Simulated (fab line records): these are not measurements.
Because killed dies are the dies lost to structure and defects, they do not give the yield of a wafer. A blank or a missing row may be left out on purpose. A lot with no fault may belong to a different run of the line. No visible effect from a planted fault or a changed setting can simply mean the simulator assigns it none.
Split-lot study	flow n5-finfet	route with 1938 steps; 7 lots, 21 wafers read

## ON THE SPLIT
At N5_MIM_BOT_LITHO_EXPOSE_05 (exposes mask MIM BOT), the setting dose-mj was moved away from the recipe's 24.25 on 6 of the 21 wafers read, by -6.3% to +2.2%. The other wafers ran this setting at the recipe's value.

## FROM THE SPLIT TO THE READING: what the file shows between them, 3 steps
- N5_MIM_BOT_LITHO_PEB_06
- N5_MIM_BOT_LITHO_DEVELOP_07: develop time 60 s
- N5_MIM_BOT_LITHO_HARDBAKE_09: time 120 s

## THE READING
At N5_MIM_BOT_LITHO_CD_MEAS_08: cd-nm in nanometres, against a target cd of 3000 nm. Typical for fault-free wafers on this fab line: 3000.1 nm, with standard deviation 1.9 nm.

wafer	tool, chamber at the split	dose-mj as run	against the recipe	cd-nm, nm	against lot-mates on the recipe
L077.1	krf-scanner-01, 0	22.72	-6.3%	2989.9	-11.6
L077.4	krf-scanner-01, 0	22.72	-6.3%	2987.0	-14.5
L077.6	krf-scanner-01, 0	24.25	recipe	3001.5	-
L079.2	krf-scanner-01, 0	24.25	recipe	3002.0	-
L079.4	krf-scanner-01, 0	24.25	recipe	3002.3	-
L079.5	krf-scanner-01, 0	24.25	recipe	2999.5	-
L088.1	krf-scanner-02, 0	24.25	recipe	2998.9	-
L088.5	krf-scanner-02, 0	24.25	recipe	2999.7	-
L088.6	krf-scanner-02, 0	24.25	recipe	3000.2	-
L095.2	krf-scanner-02, 0	24.25	recipe	2999.9	-
L095.5	krf-scanner-02, 0	23.45	-3.3%	2993.0	-6.9
L095.6	krf-scanner-02, 0	23.45	-3.3%	2993.4	-6.5
L094.1	krf-scanner-02, 0	24.25	recipe	2999.8	-
L094.3	krf-scanner-02, 0	24.25	recipe	3001.6	-
L094.4	krf-scanner-02, 0	24.25	recipe	3000.1	-
L089.1	krf-scanner-01, 0	24.25	recipe	2999.5	-
L089.2	krf-scanner-01, 0	24.25	recipe	2999.8	-
L089.6	krf-scanner-01, 0	24.25	recipe	2999.6	-
L092.1	krf-scanner-01, 0	24.25	recipe	2999.5	-
L092.2	krf-scanner-01, 0	24.78	+2.2%	3003.9	+4.4
L092.4	krf-scanner-01, 0	24.78	+2.2%	3004.5	+5.0

FIT RESULTS
A straight line over all 21 wafers: cd-nm changes by +1.91 nm for each +1% of dose-mj; r = +0.97; the points scatter about the line by 1.1 nm.
The same after taking each lot's own level away (the mean of its wafers on the recipe; 21 wafers): +2.07 nm for each +1%; r = +0.99; scatter 0.8 nm.
The reading moves by 13 nm for the largest change in dose-mj, on that fit.
Across the lots, their own levels run from 2999.50 to 3001.50 nm, a range of 1.1 times the standard deviation given above.
Consequently the slope shifts little with the lot-to-lot level, the two slopes agreeing.
Check: -13.9 nm against its lot-mates is what the line predicts for one of the wafers moved furthest among these (-6.3%) when that wafer is left out of the fit. Against them it came out at -11.6 nm.

## FURTHER SPLITS ON THESE WAFERS
Before the reading, these wafers also passed through other splits. Each is held against what the fit with the lots' levels taken away leaves over:
other split on the same wafers	wafers away from the commonest value	r with cd-nm (lot level and that fit taken away)
N5_BEOL_M13_ETCH_59 time-s	6	+0.12
N5_BEOL_M13_SPUTTER_43 power-w	4	+0.13
N5_BEOL_M14_ILD_DEP_00 time-s	7	-0.19
N5_BEOL_M14_DEP_53 time-s	10	-0.11
N5_BEOL_M15_ILD_DEP_00 temp-c	5	-0.11
N5_BEOL_M15_SPUTTER_44 power-w	7	+0.04
N5_BEOL_M15_DEP_53 time-s	8	-0.02

## THE FILE'S OWN FIT
cd-nm changes by +2.06 nm for each +1% of dose-mj, r = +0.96.
